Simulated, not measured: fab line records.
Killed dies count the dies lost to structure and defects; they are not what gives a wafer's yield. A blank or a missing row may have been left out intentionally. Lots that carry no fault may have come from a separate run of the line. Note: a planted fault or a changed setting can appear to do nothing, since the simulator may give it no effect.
fab line records    flow n5-finfet    part 1 of 2: steps 1 to 4 of 6
record lots=24  wafers=72  last-day=19
route steps=1938 shown BEOL_M6@1228 BEOL_M7@1300
lots with no fault: from the same line, run without faults
start-h: the number of hours between the record's first day and the start of the first shown wafer of the lot    wait-h: hours from the lot's prior step to this one    " identical to the entry in the row above    L1.1+2: several wafers, shown together as one row    - either no value or no given start    * or withheld: withheld    < > ~ a bound
route shown NAME@n: names a module that has steps shown in the file, with the first one's number in the route    usual: the fault-free wafers' mean and standard deviation    same: alike in all rows    chamber/n: place in a boat    sites: readings site by site    _std_site: standard deviation of those values    _edge_site: mean of outer sites minus mean of inner sites    radius-mm: for every site, how far away it sits from the centre of the wafer    mask NAME#n: copy n    behind: the tool/chamber that last shaped the wafer    hold: cause of the lot's hold/its duration in hours/its outcome    device: names the non-switching transistor (n, p or np)    end of line: tests run on the same wafers once the route is complete    a step given without rows: its recipe and nothing more    killed: dies that structure and defects cost at the first sort, which is not the same as the wafer's yield    map: the dies of a wafer, with x for killed, . for not killed, _ for no die there
set.NAME: the setting that was run; set.NAME@STEP: the one run at that earlier step    model.NAME: the simulator's own value behind a step, which no gauge read
a sample of lots followed through the steps of the route, with each step as a table and each wafer as a row
services: the hour from which a tool's chamber was out of use, counted from the record's first day as start-h (under 0 if before that day), plus the number of hours and why
## steps
# step N5_BEOL_M6_OVL_MEAS_29
# recipe points-per-wafer=522
# usual V5_OVL=-0.2/0.67
lot.wafer  tool        chamber  start-h  wait-h  V5_OVL[nm]
L074.1     overlay-02  0        226.17   0.0     0.5
L074.3     "           0        "        "       0.7
L074.6     "           0        "        "       0.5
L076.1     overlay-02  0        240.96   0.0     0.3
L076.4     "           0        "        "       1.4
L076.5     "           0        "        "       0.2
L077.1     overlay-02  0        255.33   0.0     -0.3
L077.4     "           0        "        "       0.2
L077.5     "           0        "        "       0.0
L075.2     overlay-01  0        259.22   0.0     -1.0
L075.4     "           0        "        "       -0.4
L075.6     "           0        "        "       -0.9
L078.1     overlay-01  0        261.84   0.0     -0.4
L078.3     "           0        "        "       -0.7
L078.4     "           0        "        "       -0.1
L079.1     overlay-01  0        267.79   0.0     0.1
L079.4     "           0        "        "       -0.4
L079.6     "           0        "        "       0.4
L080.1     overlay-01  0        280.34   0.0     -0.7
L080.4     "           0        "        "       -1.7
L080.6     "           0        "        "       -0.6
L081.1     overlay-02  0        290.18   0.0     0.5
L081.3     "           0        "        "       1.3
L081.4     "           0        "        "       -0.1
L082.3     overlay-02  0        294.20   0.0     -1.0
L082.4     "           0        "        "       -0.7
L082.6     "           0        "        "       -0.9
L084.1     overlay-02  0        294.36   0.0     0.1
L084.4     "           0        "        "       0.8
L084.6     "           0        "        "       1.9
L083.2     overlay-01  0        296.31   0.0     -0.9
L083.4     "           0        "        "       -0.3
L083.6     "           0        "        "       0.0
L085.2     overlay-02  0        306.76   0.0     0.0
L085.3     "           0        "        "       -0.9
L085.4     "           0        "        "       -0.8
L087.1     overlay-02  0        306.80   0.0     -0.3
L087.2     "           0        "        "       -0.1
L087.5     "           0        "        "       -1.1
L086.1     overlay-02  0        324.00   0.0     -0.5
L086.5     "           0        "        "       0.0
L086.6     "           0        "        "       0.0
L090.3     overlay-01  0        330.02   0.0     -1.6
L090.4     "           0        "        "       -1.6
L090.5     "           0        "        "       -0.6
L089.2     overlay-02  0        330.28   0.0     -0.7
L089.3     "           0        "        "       0.2
L089.6     "           0        "        "       0.0
L088.1     overlay-01  0        335.22   0.0     0.2
L088.3     "           0        "        "       0.1
L088.6     "           0        "        "       1.4
L092.1     overlay-02  0        348.11   0.0     -0.2
L092.2     "           0        "        "       -0.3
L092.6     "           0        "        "       -0.1
L091.1     overlay-02  0        348.53   0.0     0.0
L091.2     "           0        "        "       -0.8
L091.6     "           0        "        "       -0.6
L093.1     overlay-02  0        360.32   0.0     0.7
L093.4     "           0        "        "       -1.2
L093.6     "           0        "        "       0.4
L094.1     overlay-01  0        361.69   0.0     -0.2
L094.2     "           0        "        "       0.5
L094.5     "           0        "        "       0.2
L095.2     overlay-01  0        362.20   0.0     0.5
L095.5     "           0        "        "       -0.6
L095.6     "           0        "        "       0.6
L096.2     overlay-02  0        364.19   0.0     0.5
L096.4     "           0        "        "       0.8
L096.5     "           0        "        "       -0.2
L097.2     overlay-01  0        370.33   0.0     -0.2
L097.3     "           0        "        "       -0.7
L097.6     "           0        "        "       1.3
# step N5_BEOL_M6_DESCUM_33
# recipe chemistry=O2  time-s=7  source-power-w=50  bias-power-w=20  pressure-mtorr=20  rf-frequency-hz=2.712e+07  temp-c=40  resist=CAR-EUV  o2-flow-sccm=225
# usual drypump-motor-current-A=5.9/0.49  oes-product-au=0.80/0.096  rf-vpp-V=243.1/1.5  showerhead-plenum-p-Torr=2.10/0.079  temp-c=39.98/0.12  throttle-valve-pct=20.4/0.37
lot.wafer  tool         chamber  start-h  wait-h  drypump-motor-current-A  oes-product-au  rf-hours-counter-h  rf-vpp-V  showerhead-plenum-p-Torr  temp-c  throttle-valve-pct
L074.1     rie-diel-04  2        226.47   0.2     5.6                      0.70            202                 241.5     2.01                      39.93   20.8
L074.3     "            0        "        "       6.0                      0.73            151                 244.9     2.11                      40.04   20.9
L074.6     "            0        "        "       6.0                      0.72            -                   243.6     2.11                      39.93   20.9
L076.1     rie-diel-01  1        241.54   0.5     5.8                      0.87            49                  242.3     2.04                      40.15   20.5
L076.4     "            3        "        "       5.9                      0.90            56                  241.5     2.05                      39.84   20.1
L076.5     "            2        "        "       6.5                      0.75            -                   241.5     2.02                      39.89   21.0
L077.1     rie-diel-03  3        255.42   0.0     6.5                      0.68            235                 243.6     2.15                      40.03   20.6
L077.4     "            2        "        "       5.3                      0.74            -                   241.4     2.01                      40.16   20.2
L077.5     "            3        "        "       6.5                      0.69            -                   244.3     2.15                      39.94   20.5
L075.2     rie-diel-04  3        259.64   0.4     5.2                      0.96            3                   246.0     2.24                      39.94   19.9
L075.4     "            0        "        "       6.0                      0.72            166                 244.5     2.10                      39.99   21.0
L075.6     "            3        "        "       5.2                      0.95            -                   245.1     2.24                      40.00   19.9
L078.1     rie-diel-03  0        262.05   0.1     5.6                      1.00            1                   245.3     2.25                      40.23   20.2
L078.3     "            3        "        "       6.5                      0.68            238                 244.6     2.15                      39.98   20.6
L078.4     "            2        "        "       5.3                      0.73            -                   241.8     2.01                      39.83   20.2
L079.1     rie-diel-01  1        267.88   0.0     5.7                      0.86            56                  240.9     2.03                      40.07   20.5
L079.4     "            2        "        "       6.6                      0.73            182                 241.0     2.01                      40.23   21.0
L079.6     "            2        "        "       6.5                      0.73            -                   242.1     2.01                      40.17   21.0
L080.1     rie-diel-01  2        280.43   0.0     6.5                      0.73            186                 241.3     2.01                      39.91   21.0
L080.4     "            1        "        "       5.8                      0.84            61                  242.6     2.03                      39.96   20.5
L080.6     "            3        "        "       6.0                      0.87            -                   241.8     2.04                      39.88   20.1
L081.1     rie-diel-03  1        290.67   0.4     5.2                      0.89            32                  244.2     2.14                      40.02   20.1
L081.3     "            3        "        "       6.5                      0.68            247                 242.5     2.15                      39.97   20.6
L081.4     "            3        "        "       6.5                      0.67            -                   243.6     2.15                      40.01   20.6
L082.3     rie-diel-04  1        294.59   0.3     6.4                      0.86            51                  243.5     2.13                      40.14   20.1
L082.4     "            2        "        "       5.6                      0.69            233                 241.1     2.00                      39.99   20.9
L082.6     "            1        "        "       6.4                      0.86            -                   242.8     2.13                      40.21   20.1
L084.1     rie-diel-01  1        294.63   0.2     5.8                      0.85            65                  241.7     2.03                      40.01   20.5
L084.4     "            3        "        "       6.0                      0.88            78                  242.3     2.04                      40.10   20.1
L084.6     "            0        "        "       6.4                      0.68            -                   244.1     2.14                      40.01   20.7
L083.2     rie-diel-04  1        296.40   0.0     6.4                      0.85            52                  244.6     2.13                      40.05   20.1
L083.4     "            1        "        "       6.4                      0.86            -                   243.5     2.13                      40.16   20.1
L083.6     "            3        "        "       5.2                      0.91            -                   245.0     2.23                      39.99   20.0
L085.2     rie-diel-03  1        306.92   0.1     5.2                      0.88            37                  244.3     2.13                      39.98   20.1
L085.3     "            0        "        "       5.6                      0.94            12                  246.2     2.24                      39.83   20.2
L085.4     "            0        "        "       5.6                      0.95            -                   245.8     2.24                      40.07   20.2
L087.1     rie-diel-03  1        307.37   0.5     5.2                      0.88            37                  242.7     2.13                      40.05   20.1
L087.2     "            0        "        "       5.6                      0.94            12                  244.9     2.24                      40.00   20.2
L087.5     "            1        "        "       5.2                      0.87            -                   243.0     2.13                      40.10   20.1
L086.1     rie-diel-01  3        324.09   0.0     5.9                      0.86            89                  241.0     2.04                      39.66   20.1
L086.5     "            0        "        "       6.4                      0.67            -                   243.7     2.14                      40.15   20.7
L086.6     "            3        "        "       5.9                      0.85            -                   241.2     2.03                      39.74   20.1
L090.3     rie-diel-03  0        330.10   0.0     5.6                      0.91            22                  246.2     2.24                      40.04   20.2
L090.4     "            2        "        "       5.3                      0.71            181                 244.4     2.00                      39.93   20.2
L090.5     "            0        "        "       5.6                      0.91            -                   243.8     2.24                      39.95   20.2
L089.2     rie-diel-01  1        330.43   0.1     5.8                      0.84            78                  242.2     2.03                      40.02   20.5
L089.3     "            3        "        "       5.9                      0.85            92                  242.1     2.03                      39.93   20.1
L089.6     "            0        "        "       6.4                      0.67            -                   243.7     2.14                      39.85   20.7
L088.1     rie-diel-04  2        335.86   0.6     5.6                      0.68            245                 242.3     1.99                      39.94   20.9
L088.3     "            3        "        "       5.2                      0.88            33                  245.8     2.22                      39.98   20.0
L088.6     "            2        "        "       5.6                      0.68            -                   240.9     1.99                      40.13   20.9
L092.1     rie-diel-04  3        348.20   0.0     5.2                      0.87            37                  245.0     2.22                      39.95   20.0
L092.2     "            1        "        "       6.4                      0.82            74                  243.9     2.12                      39.90   20.2
L092.6     "            1        "        "       6.4                      0.82            -                   242.7     2.12                      39.81   20.2
L091.1     rie-diel-01  3        348.63   0.0     6.0                      0.85            100                 243.1     2.03                      40.12   20.1
L091.2     "            2        "        "       6.5                      0.72            211                 241.4     2.00                      39.82   21.0
L091.6     "            1        "        "       5.7                      0.82            -                   241.4     2.02                      40.04   20.5
L093.1     rie-diel-01  3        360.49   0.1     6.0                      0.83            104                 241.7     2.03                      39.95   20.1
L093.4     "            2        "        "       6.5                      0.70            216                 240.6     2.00                      39.98   21.0
L093.6     "            1        "        "       5.8                      0.82            -                   242.4     2.02                      39.92   20.5
L094.1     rie-diel-04  1        361.78   0.0     6.4                      0.82            80                  244.6     2.12                      39.97   20.2
L094.2     "            3        "        "       5.2                      0.86            43                  245.2     2.22                      39.86   20.0
L094.5     "            3        "        "       5.2                      0.86            -                   245.4     2.22                      39.94   20.0
L095.2     rie-diel-01  0        362.28   0.0     6.4                      1.00            2                   244.1     2.13                      39.95   20.4
L095.5     "            1        "        "       5.7                      0.82            -                   241.5     2.02                      40.10   20.5
L095.6     "            2        "        "       6.5                      0.72            -                   241.0     2.00                      40.03   21.0
L096.2     rie-diel-03  0        364.27   0.0     5.6                      0.90            31                  245.2     2.24                      40.10   20.2
L096.4     "            3        "        "       6.5                      0.90            13                  245.1     2.14                      39.84   20.1
L096.5     "            2        "        "       5.3                      0.70            -                   240.8     2.00                      39.78   20.2
L097.2     rie-diel-04  3        370.77   0.4     5.2                      0.86            47                  245.9     2.22                      40.14   20.0
L097.3     "            2        "        "       5.6                      0.97            2                   245.9     2.26                      40.07   20.6
L097.6     "            0        "        "       6.0                      0.68            -                   243.7     2.09                      39.78   21.0
# step N5_BEOL_M6_STRIP_36
# recipe chemistry=N2/H2  power-w=450  temp-c=40  pressure-mtorr=20  rf-frequency-hz=6e+07  overash-fraction=0.3  bias-power-w=7  h2-frac=0.5  n2-flow-sccm=200  h2-flow-sccm=200
# usual drypump-motor-current-A=5.9/0.49  oes-product-au=0.80/0.097  rf-vpp-V=59.2/1.5  showerhead-plenum-p-Torr=2.53/0.1  temp-c=40.01/0.11  throttle-valve-pct=23.6/0.45
lot.wafer  tool         chamber  start-h  wait-h  drypump-motor-current-A  oes-product-au  rf-hours-counter-h  rf-vpp-V  showerhead-plenum-p-Torr  temp-c  throttle-valve-pct
L074.1     rie-diel-04  2        226.70   0.0     5.6                      0.70            202                 58.4      2.41                      39.99   23.9
L074.3     "            0        "        "       6.0                      0.73            151                 60.3      2.54                      40.06   24.2
L074.6     "            0        "        "       6.0                      0.73            -                   55.9      2.54                      39.79   24.2
L076.1     rie-diel-01  1        241.77   0.0     5.8                      0.87            49                  58.8      2.48                      39.92   23.6
L076.4     "            3        "        "       5.9                      0.91            56                  59.3      2.45                      40.11   23.0
L076.5     "            2        "        "       6.6                      0.75            -                   58.6      2.43                      39.91   24.3
L077.1     rie-diel-03  3        255.77   0.0     6.5                      0.68            235                 62.2      2.62                      39.98   24.0
L077.4     "            2        "        "       5.3                      0.73            -                   61.3      2.43                      40.07   23.3
L077.5     "            3        "        "       6.5                      0.68            -                   59.2      2.62                      39.96   24.0
L075.2     rie-diel-04  3        259.87   0.0     5.2                      0.95            4                   61.7      2.70                      40.03   23.0
L075.4     "            0        "        "       6.0                      0.73            166                 58.6      2.53                      40.02   24.2
L075.6     "            3        "        "       5.2                      0.95            -                   56.6      2.70                      39.92   23.0
L078.1     rie-diel-03  0        262.28   0.0     5.6                      1.01            1                   60.5      2.73                      40.08   23.5
L078.3     "            3        "        "       6.5                      0.68            238                 58.6      2.62                      40.22   24.0
L078.4     "            2        "        "       5.3                      0.73            -                   58.5      2.43                      40.04   23.3
L079.1     rie-diel-01  1        268.11   0.0     5.8                      0.88            56                  59.0      2.47                      40.22   23.6
L079.4     "            2        "        "       6.6                      0.74            182                 60.1      2.42                      39.92   24.4
L079.6     "            2        "        "       6.6                      0.74            -                   59.4      2.42                      39.98   24.3
L080.1     rie-diel-01  2        280.66   0.0     6.6                      0.72            187                 58.7      2.42                      40.10   24.3
L080.4     "            1        "        "       5.8                      0.84            61                  60.0      2.47                      40.13   23.6
L080.6     "            3        "        "       5.9                      0.88            -                   59.0      2.44                      40.06   23.0
L081.1     rie-diel-03  1        290.90   0.0     5.2                      0.87            32                  58.1      2.59                      40.08   23.3
L081.3     "            3        "        "       6.5                      0.69            248                 61.9      2.61                      40.22   24.0
L081.4     "            3        "        "       6.5                      0.68            -                   59.5      2.61                      40.06   24.0
L082.3     rie-diel-04  1        294.83   0.0     6.4                      0.86            51                  59.8      2.59                      39.93   23.5
L082.4     "            2        "        "       5.6                      0.69            233                 59.1      2.40                      40.01   24.0
L082.6     "            1        "        "       6.4                      0.87            -                   59.8      2.59                      39.88   23.5
L084.1     rie-diel-01  1        294.87   0.0     5.8                      0.85            65                  59.6      2.47                      40.02   23.6
L084.4     "            3        "        "       5.9                      0.86            79                  59.1      2.44                      40.13   23.0
L084.6     "            0        "        "       6.4                      0.68            -                   59.4      2.59                      40.01   23.9
L083.2     rie-diel-04  1        296.63   0.0     6.4                      0.85            52                  57.9      2.59                      40.05   23.5
L083.4     "            1        "        "       6.4                      0.85            -                   58.0      2.59                      40.04   23.5
L083.6     "            3        "        "       5.2                      0.92            -                   58.0      2.70                      39.86   23.0
L085.2     rie-diel-03  1        307.15   0.0     5.2                      0.87            37                  59.2      2.59                      39.90   23.3
L085.3     "            0        "        "       5.6                      0.95            12                  60.3      2.73                      40.00   23.6
L085.4     "            0        "        "       5.6                      0.95            -                   59.2      2.73                      39.92   23.6
L087.1     rie-diel-03  1        307.61   0.0     5.1                      0.88            37                  59.2      2.59                      40.15   23.4
L087.2     "            0        "        "       5.7                      0.93            13                  59.8      2.73                      40.15   23.6
L087.5     "            1        "        "       5.2                      0.88            -                   59.5      2.59                      40.04   23.3
L086.1     rie-diel-01  3        324.32   0.0     6.0                      0.85            89                  59.7      2.44                      40.00   23.0
L086.5     "            0        "        "       6.4                      0.68            -                   58.7      2.59                      40.18   23.9
L086.6     "            3        "        "       6.0                      0.87            -                   57.9      2.44                      40.17   23.0
L090.3     rie-diel-03  0        330.33   0.0     5.6                      0.92            22                  60.2      2.73                      40.04   23.6
L090.4     "            2        "        "       5.3                      0.72            182                 59.1      2.42                      39.84   23.3
L090.5     "            0        "        "       5.6                      0.92            -                   61.1      2.73                      40.20   23.6
L089.2     rie-diel-01  1        330.66   0.0     5.8                      0.84            78                  57.9      2.46                      39.91   23.6
L089.3     "            3        "        "       6.0                      0.85            92                  59.2      2.44                      40.13   23.0
L089.6     "            0        "        "       6.5                      0.67            -                   57.7      2.59                      40.11   23.9
L088.1     rie-diel-04  2        336.09   0.0     5.6                      0.68            246                 58.1      2.39                      40.02   24.0
L088.3     "            3        "        "       5.2                      0.87            33                  61.7      2.69                      39.84   23.0
L088.6     "            2        "        "       5.6                      0.67            -                   58.3      2.39                      40.10   24.0
L092.1     rie-diel-04  3        348.44   0.0     5.2                      0.87            37                  58.8      2.69                      40.09   23.0
L092.2     "            1        "        "       6.4                      0.82            74                  61.1      2.58                      40.10   23.5
L092.6     "            1        "        "       6.4                      0.83            -                   56.9      2.58                      40.09   23.5
L091.1     rie-diel-01  3        348.86   0.0     6.0                      0.83            100                 56.4      2.43                      40.24   23.0
L091.2     "            2        "        "       6.6                      0.71            211                 60.1      2.41                      39.99   24.4
L091.6     "            1        "        "       5.7                      0.83            -                   60.8      2.46                      40.06   23.6
L093.1     rie-diel-01  3        360.72   0.0     6.0                      0.84            104                 60.0      2.43                      39.82   23.0
L093.4     "            2        "        "       6.5                      0.71            216                 57.4      2.41                      39.89   24.3
L093.6     "            1        "        "       5.8                      0.82            -                   55.1      2.46                      40.00   23.6
L094.1     rie-diel-04  1        362.13   0.0     6.4                      0.82            80                  61.9      2.58                      39.92   23.5
L094.2     "            3        "        "       5.1                      0.86            43                  61.1      2.68                      39.97   23.0
L094.5     "            3        "        "       5.2                      0.86            -                   60.5      2.68                      40.00   23.0
L095.2     rie-diel-01  0        362.52   0.0     6.4                      0.99            2                   60.4      2.59                      40.19   23.6
L095.5     "            1        "        "       5.8                      0.82            -                   58.9      2.46                      39.89   23.6
L095.6     "            2        "        "       6.6                      0.71            -                   59.7      2.41                      40.13   24.4
L096.2     rie-diel-03  0        364.51   0.0     5.6                      0.89            31                  59.2      2.72                      39.99   23.6
L096.4     "            3        "        "       6.5                      0.92            13                  61.2      2.60                      40.11   23.4
L096.5     "            2        "        "       5.3                      0.70            -                   56.0      2.41                      39.97   23.4
L097.2     rie-diel-04  3        371.00   0.0     5.2                      0.84            47                  59.6      2.68                      40.15   23.0
L097.3     "            2        "        "       5.6                      0.98            2                   60.6      2.71                      40.09   23.7
L097.6     "            0        "        "       6.0                      0.69            -                   58.2      2.51                      39.99   24.2
# step N5_BEOL_M6_DEGAS_44
# recipe ambient=vacuum  temp-c=250  time-s=60
# usual heater-power-w=315/38  susceptor-temp-C=249.97/0.18
lot.wafer  tool            chamber  start-h  wait-h  heater-power-w  susceptor-temp-C
L074.1     pvd-sputter-02  -        228.01   0.5     283             250.03
L074.3     "               -        "        "       384             249.84
L074.6     "               -        "        "       376             249.95
L076.1     pvd-sputter-03  -        243.25   1.0     272             249.79
L076.4     "               -        "        "       286             250.39
L076.5     "               -        "        "       278             249.93
L077.1     pvd-sputter-02  -        256.68   0.4     334             249.74
L077.4     "               -        "        "       393             249.91
L077.5     "               -        "        "       337             250.00
L075.2     pvd-sputter-02  -        260.82   0.5     286             249.70
L075.4     "               -        "        "       323             250.11
L075.6     "               -        "        "       281             249.57
L078.1     pvd-sputter-03  -        264.14   1.4     345             250.08
L078.3     "               -        "        "       273             250.23
L078.4     "               -        "        "       281             249.81
L079.1     pvd-sputter-03  -        268.86   0.3     264             250.13
L079.4     "               -        "        "       347             249.71
L079.6     "               -        "        "       272             249.97
L080.1     pvd-sputter-02  -        282.13   0.9     283             249.77
L080.4     "               -        "        "       379             250.01
L080.6     "               -        "        "       280             249.97
L081.1     pvd-sputter-02  -        291.81   0.5     323             250.20
L081.3     "               -        "        "       292             249.77
L081.4     "               -        "        "       384             249.82
L082.3     pvd-sputter-01  -        295.73   0.4     318             249.78
L082.4     "               -        "        "       295             250.01
L082.6     "               -        "        "       361             249.98
L084.1     pvd-sputter-02  -        295.77   0.5     386             249.70
L084.4     "               -        "        "       277             250.13
L084.6     "               -        "        "       281             250.14
L083.2     pvd-sputter-01  -        299.14   2.0     357             249.96
L083.4     "               -        "        "       308             250.19
L083.6     "               -        "        "       361             249.85
L085.2     pvd-sputter-02  -        308.18   0.4     384             249.95
L085.3     "               -        "        "       286             250.00
L085.4     "               -        "        "       276             249.97
L087.1     pvd-sputter-01  -        308.39   0.3     312             250.16
L087.2     "               -        "        "       356             249.98
L087.5     "               -        "        "       352             249.92
L086.1     pvd-sputter-01  -        326.34   1.3     314             249.94
L086.5     "               -        "        "       344             250.39
L086.6     "               -        "        "       292             250.02
L090.3     pvd-sputter-01  -        331.38   0.5     290             249.95
L090.4     "               -        "        "       355             250.14
L090.5     "               -        "        "       323             250.32
L089.2     pvd-sputter-01  -        331.58   0.4     313             249.96
L089.3     "               -        "        "       352             249.85
L089.6     "               -        "        "       361             250.35
L088.1     pvd-sputter-03  -        337.83   1.3     287             249.96
L088.3     "               -        "        "       273             249.79
L088.6     "               -        "        "       349             249.90
L092.1     pvd-sputter-01  -        349.48   0.6     348             249.81
L092.2     "               -        "        "       290             250.23
L092.6     "               -        "        "       352             250.14
L091.1     pvd-sputter-02  -        349.79   0.4     282             250.15
L091.2     "               -        "        "       389             250.29
L091.6     "               -        "        "       284             249.72
L093.1     pvd-sputter-03  -        361.69   0.5     264             250.20
L093.4     "               -        "        "       277             249.92
L093.6     "               -        "        "       265             249.79
L094.1     pvd-sputter-03  -        362.95   0.3     266             250.03
L094.2     "               -        "        "       290             250.11
L094.5     "               -        "        "       273             250.35
L095.2     pvd-sputter-02  -        364.28   1.2     276             250.03
L095.5     "               -        "        "       274             250.19
L095.6     "               -        "        "       326             249.77
L096.2     pvd-sputter-01  -        365.64   0.5     352             249.78
L096.4     "               -        "        "       288             250.23
L096.5     "               -        "        "       320             249.66
L097.2     pvd-sputter-03  -        374.07   2.6     343             249.92
L097.3     "               -        "        "       291             250.44
L097.6     "               -        "        "       346             250.14
